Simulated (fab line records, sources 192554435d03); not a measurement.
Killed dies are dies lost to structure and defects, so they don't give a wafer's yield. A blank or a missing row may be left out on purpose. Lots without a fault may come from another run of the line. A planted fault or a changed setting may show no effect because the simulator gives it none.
fab line records | flow n5_finfet
record lots=4 wafers=10 last_day=16
route steps=1938 shown BEOL_M1@829 BEOL_M2@841 BEOL_M4@1111 PASSIVATION@1936
lots that met no fault: from a run of the same line without faults
start_h: hours from the record's first day to the start of the lot's first wafer shown | wait_h: hours since the lot's step before | " the same as in the row above | L1.1+2: a row that stands for several wafers | - no value, or no start given | * or withheld: withheld | < > ~ a bound
route shown NAME@n: a module of which the file shows steps, and the number in the route of the first | usual: mean/standard deviation of fault-free wafers | same: alike in all rows | chamber/n: place in a boat | sites: the reading at each site | _std_site: their standard deviation | _edge_site: outer sites' mean less inner sites' | radius_mm: how far each site lies from the wafer's centre | mask NAME#n: copy n | behind: the tool/chamber that last shaped the wafer | hold: why the lot was held/for how many hours/how that ended | device: the transistor (n, p or np) that didn't switch | end of line: the same wafers' tests at the end of the route | a step without rows: its recipe alone | killed: dies lost to structure and defects at the first sort, not the wafer's yield | map: a wafer's dies, x killed, . not, _ none there
set.NAME: the setting as run; set.NAME@STEP: as run at that earlier step | model.NAME: the simulator's own value behind a step, which no gauge read
lots at some steps of the route; a table a step, a row a wafer
services: from which hour (start_h, from the record's first day; less than 0 if before it) a tool's chamber was out of use, for how many hours, and why
## steps
# step N5_BEOL_M1_ANNEAL_95
# recipe temp_c=400 time_s=240 ambient=vacuum
# step N5_BEOL_M1_SPUTTER_96
# recipe material=Cu target_thk_a=45 temp_c=-20 chamber_pressure_pa=0.07 power_w=withheld time_s=8.29
# step N5_BEOL_M1_ECD_50
# recipe material=Cu target_thk_a=3000
# step N5_BEOL_M1_ANNEAL_51
# recipe temp_c=225 time_s=90 ambient=N2
# step N5_BEOL_M1_CMP_52
# recipe stop_on=SiOC t_overpolish_s=6.8 down_force_psi=1 platen_rpm=50 clearing_platen_down_force_psi=1.5 clearing_platen_rpm=50 post_cmp_clean=cu_alkaline target_thk_nm=40 clearing_platen_pad_velocity_m_s=0.99484 pad_velocity_m_s=0.99484
# step N5_BEOL_M1_PRE_CLEAN_60
# recipe gas=NH3/H2 time_s=15 temp_c=* rf_power_w=300
# step N5_BEOL_M1_CO_CAP_55
# recipe material=Co target_thk_a=20 temp_c=200 precursor=CCTBA/H2 pressure_torr=30 time_s=102.1
# step N5_BEOL_M1_PRE_CLEAN_56
# recipe gas=NH3 time_s=15 temp_c=withheld rf_power_w=300
# step N5_BEOL_M1_DEP_57
# recipe material=SiCN target_thk_a=80 temp_c=withheld precursor=3MS/NH3 pressure_torr=3 rf_w=202 time_s=14
# step N5_BEOL_M2_ILD_DEP_00
# recipe material=SiOC target_thk_a=790 temp_c=350 precursor=DEMS/O2 pressure_torr=5 rf_w=500 time_s=15.3
# usual heater_power_w=489/76 showerhead_plenum_p_Torr=5.686/0.015 throttle_valve_pct=11.7/0.53
# columns lot.wafer tool chamber start_h wait_h heater_power_w showerhead_plenum_p_Torr throttle_valve_pct model.SiOC_of_BEOL_M2_ILD_DEP_00.thk_nm
L959.2 pecvd-03 1 204.28 0.0 437 5.685 11.7 76.4
L959.3 " 2 " " 634 5.695 12.0 75.8
L959.6 " 1 " " 444 5.693 11.8 78.2
L961.1 pecvd-02 0 210.38 0.0 501 5.709 11.2 77.8
L961.2 " 1 " " 491 5.707 12.3 79
L961.5 " 1 " " 469 5.703 12.4 79.2
L962.1 pecvd-03 1 211.83 0.0 469 5.678 11.7 57.6
L962.6 " 0 " " 582 5.673 12.0 79.2
L964.1 pecvd-03 0 229.72 0.0 549 5.674 11.9 58.4
L964.5 " 1 " " 457 5.690 11.4 58.2
# step N5_BEOL_M2_THK_MEAS_01
# recipe reads=SiOC_of_BEOL_M2_ILD_DEP_00
# usual M2_ILD_THK=78.6/1.1
# columns lot.wafer tool chamber start_h wait_h M2_ILD_THK[nm]
L959.2 film_metro-01 - 204.35 0.1 76.5
L959.3 " - " " 75.7
L959.6 " - " " 78.2
L961.1 film_metro-01 - 210.47 0.1 77.8
L961.2 " - " " 79.0
L961.5 " - " " 79.3
L962.1 film_metro-01 - 211.90 0.0 57.7
L962.6 " - " " 79.2
L964.1 film_metro-02 - 229.78 0.0 58.5
L964.5 " - " " 58.1
# step N5_BEOL_M2_PECVD_72
# recipe material=SiO2 target_thk_a=160 temp_c=400 precursor=TEOS/O2 pressure_torr=5.5 rf_w=450 teos_flow_sccm=53.8 gas=O2 flow_sccm=3000 time_s=18
# step N5_BEOL_M2_HM_DEP_02
# recipe material=TiN target_thk_a=200 temp_c=25 chamber_pressure_pa=0.49996
# step N5_BEOL_M2_COAT_61
# recipe resist=SOC temp_c=250 time_s=60 spin_rpm=1500 resist_thk_nm=60
# step N5_BEOL_M2_COAT_62
# recipe resist=SiARC temp_c=220 time_s=60 spin_rpm=1500 resist_thk_nm=12
# step N5_BEOL_M2_COAT_73
# recipe resist=underlayer temp_c=205 time_s=60 spin_rpm=1500 resist_thk_nm=5
# step N5_BEOL_M2_COAT_05
# recipe resist=CAR-EUV spin_rpm=1500 resist_thk_nm=30
# step N5_BEOL_M2_EBR_07
# recipe solvent=PGMEA ebr_width_mm=1.5
# step N5_BEOL_M2_SOFTBAKE_06
# recipe temp_c=110 time_s=60 resist=CAR-EUV
# step N5_BEOL_M2_EXPOSE_08
# recipe mask_id=M2 na=0.33 source_shape=dipole sigma_inner=0.369 sigma_outer=0.767 polarization=unpolarized dose_mj=41.25
# step N5_BEOL_M2_PEB_09
# recipe peb_temp_c=100 peb_time_s=60 resist=CAR-EUV
# step N5_BEOL_M2_DEVELOP_10
# recipe develop_time_s=30 developer=TMAH resist=CAR-EUV rinse_liquid=surfactant_rinse dry=air_spin dev_temp_c=23
# step N5_BEOL_M2_DESCUM_16
# recipe chemistry=O2 time_s=7 source_power_w=50 bias_power_w=20 pressure_mtorr=20 rf_frequency_hz=2.712e+07 temp_c=40 resist=CAR-EUV o2_flow_sccm=225
# step N5_BEOL_M2_ETCH_74
# recipe chemistry=N2/H2 target=underlayer target_depth_a=65 mask_material=CAR-EUV time_s=5.2 ion_energy_ev=200 pressure_mtorr=30 source_w=840 bias_w=150 n2_flow_sccm=200 h2_flow_sccm=200 ends=cleared
# step N5_BEOL_M2_ETCH_63
# recipe chemistry=CF4 target=SiARC target_depth_a=156 mask_material=CAR-EUV time_s=26 ion_energy_ev=80 pressure_mtorr=40 source_w=545 bias_w=36 Ar_flow_sccm=100 cf4_flow_sccm=100 ends=cleared
# step N5_BEOL_M2_ETCH_64
# recipe chemistry=N2/H2 target=SOC target_depth_a=750 overetch_a=225 mask_material=SiARC temp_c=40 time_s=121.9 ion_energy_ev=200 pressure_mtorr=30 source_w=840 bias_w=150 n2_flow_sccm=200 h2_flow_sccm=200
# step N5_BEOL_M2_STRIP_65
# recipe chemistry=N2/H2 temp_c=40 n2_flow_sccm=200 h2_flow_sccm=200 rf_frequency_hz=6e+07
# step N5_BEOL_M2_STRIP_75
# recipe chemistry=N2/H2 temp_c=40 n2_flow_sccm=200 h2_flow_sccm=200 rf_frequency_hz=6e+07
# step N5_BEOL_M2_STRIP_66
# recipe chemistry=CF4 resist=SiARC power_w=300 bias_power_w=75 pressure_mtorr=50 cf4_flow_sccm=150 rf_frequency_hz=6e+07
# step N5_BEOL_M2_HM_OPEN_17
# recipe chemistry=Cl2/BCl3 target_depth_a=200 overetch_a=60 target=TiN mask_material=SOC ion_energy_ev=150 pressure_mtorr=10 icp_w=1000 bias_w=126 Cl2_flow_sccm=53.25 bcl3_flow_sccm=21.75 Ar_flow_sccm=25
# step N5_BEOL_M2_STRIP_19
# recipe chemistry=O2 power_w=400 temp_c=40 pressure_mtorr=30 rf_frequency_hz=6e+07 bias_power_w=0 overash_fraction=0.2 o2_flow_sccm=225
# step N5_BEOL_M2_COAT_67
# recipe resist=SOC temp_c=250 time_s=60 spin_rpm=1500 resist_thk_nm=60
# step N5_BEOL_M2_COAT_68
# recipe resist=SiARC temp_c=220 time_s=60 spin_rpm=1500 resist_thk_nm=12
# step N5_BEOL_M2_COAT_76
# recipe resist=underlayer temp_c=205 time_s=60 spin_rpm=1500 resist_thk_nm=5
# step N5_BEOL_M2_COAT_22
# recipe resist=CAR-EUV spin_rpm=1500 resist_thk_nm=30
# step N5_BEOL_M2_CMP_52
# recipe stop_on=SiOC t_overpolish_s=6.8 down_force_psi=1 platen_rpm=50 clearing_platen_down_force_psi=1.5 clearing_platen_rpm=50 post_cmp_clean=cu_alkaline target_thk_nm=40 clearing_platen_pad_velocity_m_s=0.99484 pad_velocity_m_s=0.99484
# usual clearing_platen_rpm=49.998/0.022 motor_current_A=5.9/0.53
# columns lot.wafer tool chamber start_h wait_h clearing_platen_rpm motor_current_A model.SiOC_of_BEOL_M2_ILD_DEP_00.thk_nm
L959.3 cmp-04 3 211.46 0.2 50.004 6.4 72.8
L959.2 " 1 " " 49.975 5.8 73.4
L959.6 " 3 " " 49.986 5.9 75.2
L961.1 cmp-02 1 220.01 0.3 50.032 6.2 74.8
L961.2 " 2 " " 49.987 5.8 76
L961.5 " 0 " " 50.002 5.1 76.2
L962.1 cmp-02 0 224.16 0.8 50.016 5.3 54.6
L962.6 " 3 " " 50.009 5.2 76.2
L964.1 cmp-02 1 238.35 0.3 49.993 5.9 55.4
L964.5 " 3 " " 49.976 5.1 55.2
# step N5_BEOL_M4_RC_MEAS_101
# usual DIBL_N=36.0/1.7 DIBL_P=36.0/2 IOFF_N=0.156/0.028 IOFF_P=0.21/0.04 ION_N=673/12 ION_P=463/8.3 SS_N=71.4/0.6 SS_P=73.3/0.66 VT_N=250/3 VT_P=-250/3.8
# columns lot.wafer tool chamber start_h wait_h DIBL_N[mV/V] DIBL_P[mV/V] IOFF_N[nA/um] IOFF_P[nA/um] ION_N[uA/um] ION_P[uA/um] SS_N[mV/dec] SS_P[mV/dec] VT_N[mV] VT_P[mV]
L959.2 prober-01 0 236.28 0.2 35.0 33.1 0.144 0.19 672 462 71.6 73.4 252 -250
L959.3 " 0 " " 38.2 37.6 0.206 0.27 690 476 73.0 74.1 246 -246
L959.6 " 0 " " 36.8 36.5 0.187 0.26 696 485 71.3 73.8 244 -246
L961.1 prober-01 0 242.92 0.0 37.9 39.8 0.192 0.34 677 482 71.8 74.1 247 -240
L961.2 " 0 " " 39.6 40.8 0.234 0.35 697 481 72.3 74.8 242 -241
L961.5 " 0 " " 38.8 39.8 0.215 0.33 687 479 72.7 74.5 247 -241
L962.1 prober-01 0 244.96 0.0 36.6 36.7 0.176 0.22 683 466 71.8 72.6 246 -251
L962.6 " 0 " " 35.3 34.6 0.143 0.19 662 451 71.7 72.9 252 -252
L964.1 prober-02 0 262.81 0.0 39.2 41.1 0.209 0.28 674 460 71.7 74.3 248 -247
L964.5 " 0 " " 41.7 44.8 0.276 0.36 692 469 72.7 75.1 244 -243
# step N5_PASSIVATION_PROBE_49
# usual defect_limited_yield=91.6/1.6 killed_at_M0_to_M3=31/10 killed_at_M4_up=14/6.3 killed_at_contacts=12/6.1 killed_at_front_end=39/12 killed_at_other=3.7/2.8 killed_dies=100/19 killed_open=66/14 killed_short=33/8.1 sort_bin_4_leakage=0.00/0.014 sort_bin_5_function=5.0/1.1 sort_bin_6_memory=3.2/0.66 sort_n_pass=1080/18 sort_yield_pct=91.6/1.6
# same gross_dies=1180 killed_at_back_side=0 sort_bin_8_speed[%]=0
# columns lot.wafer tool chamber start_h wait_h defect_limited_yield[%] killed_at_M0_to_M3 killed_at_M4_up killed_at_contacts killed_at_front_end killed_at_other killed_dies killed_open killed_short sort_bin_4_leakage[%] sort_bin_5_function[%] sort_bin_6_memory[%] sort_n_pass sort_yield_pct[%]
L959.2 prober-01 - 339.29 0.1 92.0 34 16 14 20 10 94 62 31 0 4.2 3.6 1086 92.0
L959.3 prober-01 - 339.34 0.1 90.8 32 19 8 38 12 109 67 36 0 5.3 3.3 1071 90.8
L959.6 prober-01 - 339.49 0.3 92.5 18 20 9 38 3 88 53 35 0 3.8 3.3 1092 92.5
L962.1 prober-02 - 347.30 0.0 90.2 53 20 15 25 3 116 74 37 0 5.6 3.7 1064 90.2
L962.6 prober-02 - 347.55 0.3 92.8 19 14 7 43 2 85 58 27 0 4.7 2.1 1095 92.8
L961.1 prober-02 - 347.75 0.0 93.0 24 7 5 44 3 83 52 29 0 3.7 3.1 1097 93.0
L961.2 prober-02 - 347.80 0.1 93.0 39 25 2 17 0 83 55 28 0 3.8 3.1 1097 93.0
L961.5 prober-02 - 347.95 0.2 93.8 25 13 4 28 3 73 54 19 0 3.6 2.5 1107 93.8
L964.1 prober-01 - 376.87 0.0 90.7 48 16 9 32 5 110 64 28 0 4.8 2.7 1070 90.7
L964.5 prober-01 - 377.07 0.2 91.9 28 19 4 36 8 95 58 27 0.17 4.6 2.5 1083 91.8
# killed by level:class
L959.2 BEOL_M2:geometric_particle:open=17 MOL_CONTACT_COAG:geometric_particle:open=11 BEOL_M4:geometric_particle:open=7 GATE_CUT:geometric_particle:short=5 FIN_SAQP:geometric_particle:short=3 MOL_CONTACT_COAG:geometric_particle:short=3 BEOL_M0_SAQP:geometric_particle:open=3 BEOL_M0:geometric_particle:open=3
L959.3 BEOL_M2:geometric_particle:open=10 BEOL_M4:geometric_particle:open=9 FIN_SAQP:geometric_particle:short=7 FIN_SAQP:geometric_particle:open=7 MOL_CONTACT_COAG:geometric_particle:open=7 DUMMY_GATE:geometric_particle:open=5 BEOL_M1:geometric_particle:open=5 HKMG_FIN:area_etch=5
L959.6 BEOL_M4:geometric_particle:open=10 FIN_SAQP:geometric_particle:short=9 FIN_SAQP:geometric_particle:open=7 STI_FIN_REVEAL:geometric_particle:open=6 MOL_CONTACT_COAG:geometric_particle:open=5 BEOL_M2:geometric_particle:open=5 GATE_CUT:geometric_particle:short=4 MOL_CONTACT_COAG:geometric_particle:short=4
L962.1 MOL_CONTACT_COAG:geometric_particle:open=10 BEOL_M0_SAQP:geometric_particle:open=9 BEOL_M1:geometric_particle:open=9 BEOL_M1:geometric_particle:short=8 BEOL_M4:geometric_particle:open=8 BEOL_M2:geometric_particle:open=7 BEOL_M0_SAQP:geometric_particle:short=6 MOL_CONTACT_COAG:geometric_particle:short=5
L962.6 DUMMY_GATE:geometric_particle:open=9 FIN_SAQP:geometric_particle:short=7 STI_FIN_REVEAL:geometric_particle:open=6 ILD0:geometric_particle:open=6 MOL_CONTACT_COAG:geometric_particle:open=6 FIN_SAQP:geometric_particle:open=5 BEOL_M2:geometric_particle:open=5 BEOL_M0_SAQP:geometric_particle:open=4
L961.1 FIN_SAQP:geometric_particle:open=13 FIN_SAQP:geometric_particle:short=7 BEOL_M1:geometric_particle:open=6 MOL_CONTACT_COAG:geometric_particle:open=5 GATE_CUT:geometric_particle:open=4 BEOL_M3:geometric_particle:open=4 BEOL_M0_SAQP:geometric_particle:short=3 BEOL_M0_SAQP:geometric_particle:open=3
L961.2 BEOL_M4:geometric_particle:open=14 BEOL_M1:geometric_particle:open=10 BEOL_M0_SAQP:geometric_particle:open=8 BEOL_M0_SAQP:geometric_particle:short=7 BEOL_M2:geometric_particle:open=7 BEOL_M4:geometric_particle:short=5 BEOL_M3:geometric_particle:open=4 STARTING-WAFER:geometric_particle:short=3
L961.5 BEOL_M3:geometric_particle:open=10 FIN_SAQP:geometric_particle:open=8 BEOL_M1:geometric_particle:open=8 BEOL_M4:geometric_particle:open=8 ILD0:geometric_particle:short=4 MOL_CONTACT_COAG:geometric_particle:open=3 BEOL_M3:geometric_particle:short=3 FIN_SAQP:geometric_particle:short=2
L964.1 BEOL_M2:area_dep=17 BEOL_M3:geometric_particle:open=9 BEOL_M4:geometric_particle:open=9 STI_FIN_REVEAL:geometric_particle:open=8 MOL_CONTACT_COAG:geometric_particle:open=7 BEOL_M0_SAQP:geometric_particle:open=6 GATE_CUT:geometric_particle:short=5 BEOL_M2:geometric_particle:open=5
L964.5 BEOL_M4:geometric_particle:open=9 BEOL_M2:area_dep=9 BEOL_M1:geometric_particle:open=6 FIN_SAQP:geometric_particle:short=5 FIN_SAQP:geometric_particle:open=5 STARTING-WAFER:geometric_particle:open=5 STI_FIN_REVEAL:geometric_particle:open=4 DUMMY_GATE:geometric_particle:open=4
## services
# columns tool chamber start_h hours kind
pecvd-03 0 188.27 5.0 repair
pecvd-02 2 191.46 2.1 scheduled_down
pecvd-03 0 202.08 2.1 scheduled_down
pecvd-02 - 206.05 3.1 repair
pecvd-02 2 215.16 - clean
pecvd-02 2 215.16 - consumable_replace:showerhead
pecvd-02 2 215.16 29.0 scheduled_down
pecvd-02 2 215.16 29.0 vent_cycle
pecvd-02 - 217.20 2.8 pm
cmp-04 - 223.57 4.0 pm
cmp-04 - 227.57 - consumable_replace:conditioner
cmp-04 - 227.57 - consumable_replace:pad
pecvd-03 - 230.62 5.5 pm
pecvd-02 1 235.00 3.7 repair
## key
first_sign step=N5_BEOL_M2_THK_MEAS_01 reading=M2_ILD_THK direction=down sigmas=19 usual=78.6 struck=58.1
effect none on later readings
model_effect step=N5_BEOL_M2_ILD_DEP_00 value=SiOC_of_BEOL_M2_ILD_DEP_00.thk_nm without=78.53 struck=58.07
model_effect step=N5_BEOL_M2_CMP_52 value=SiOC_of_BEOL_M2_ILD_DEP_00.thk_nm without=75.53 struck=55.07
met_at N5_BEOL_M2_ILD_DEP_00
struck_wafers L962.1,L964.1,L964.5
onset_between 204.28 211.83
fault kind=process_parameter_drift tool=pecvd-03 chamber=- onset_h=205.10 steps=N5_BEOL_M2_ILD_DEP_00 channel=time_s offset=* shape=step end_h=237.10 scope=struck_wafers_only acts_in=* stated=*
